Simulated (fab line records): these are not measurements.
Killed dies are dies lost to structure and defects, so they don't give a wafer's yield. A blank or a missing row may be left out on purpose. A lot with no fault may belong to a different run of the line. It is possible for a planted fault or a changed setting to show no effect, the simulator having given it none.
Matching of chambers    flow n5Finfet    N5_HKMG_FIN_NWFM_ALD_20 on aldMetal-01 has 4 sister chambers
The step deposits TiAlC, target thk 2 nm, pulse time 3 s, purge time 2 s. 14 wafers are shown with their chamber, then 7 later ones without.

== WAFERS WITH THEIR CHAMBER ==
wafer   chamber  heaterPowerW (W)  chamberPressureTorr (Torr)  precursorPulseHeightRel
L113.2  3        555               3.003                       1.000
L113.3  1        370               2.997                       1.013
L113.4  2        461               3.006                       1.022
L125.2  3        523               3.002                       1.000
L125.3  1        371               3.002                       0.997
L125.6  0        370               2.993                       1.018
L130.1  3        553               3.002                       0.985
L130.4  1        382               3.007                       0.997
L130.5  0        357               2.991                       0.981
L131.1  3        545               2.997                       0.987
L131.2  2        462               2.995                       0.978
L131.3  1        381               3.007                       1.031
L133.1  3        545               3.014                       1.013
L133.4  1        383               3.011                       0.982

SIGNATURES (means of the wafers above)
reading                  chamber 0  chamber 1  chamber 2  chamber 3  scatter within a chamber
heaterPowerW             363.50     377.40     461.50     544.20     9.44
chamberPressureTorr      2.99200    3.00480    3.00050    3.00360    0.0058
precursorPulseHeightRel  0.99950    1.00400    1.00000    0.99700    0.0189
Rule: a wafer lies at a distance from a chamber equal to the root of the sum of squares, over the readings, of (its reading less the chamber's mean, divided by the reading's scatter). The wafer belongs to the nearest chamber; if the next one is less than 2 further off, it can't be placed. The scatter: the root of (the sum of the squares of (reading less its chamber's mean) over the shown wafers, divided by (wafers less chambers)).

== WAFERS WITHOUT THEIR CHAMBER ==
wafer   heaterPowerW (W)  chamberPressureTorr (Torr)  precursorPulseHeightRel
L133.5  553               3.004                       1.004
L134.2  378               3.009                       0.992
L134.4  365               3.000                       0.953
L134.6  557               3.003                       1.000
L136.2  367               2.997                       0.976
L136.4  549               3.000                       0.985
L136.5  547               2.994                       0.990

== THE CHAMBER EACH PASSED THROUGH ==
wafer   from the rows above      in truth
L133.5  3                        3
L134.2  1                        1
L134.4  can't be placed: 0 or 1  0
L134.6  3                        3
L136.2  can't be placed: 0 or 1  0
L136.4  3                        3
L136.5  3                        3
Placed correctly: 5 of 7. Cannot be placed on the basis of these rows: 2; the candidates contain the true chamber in 2. Wrongly placed: 0.
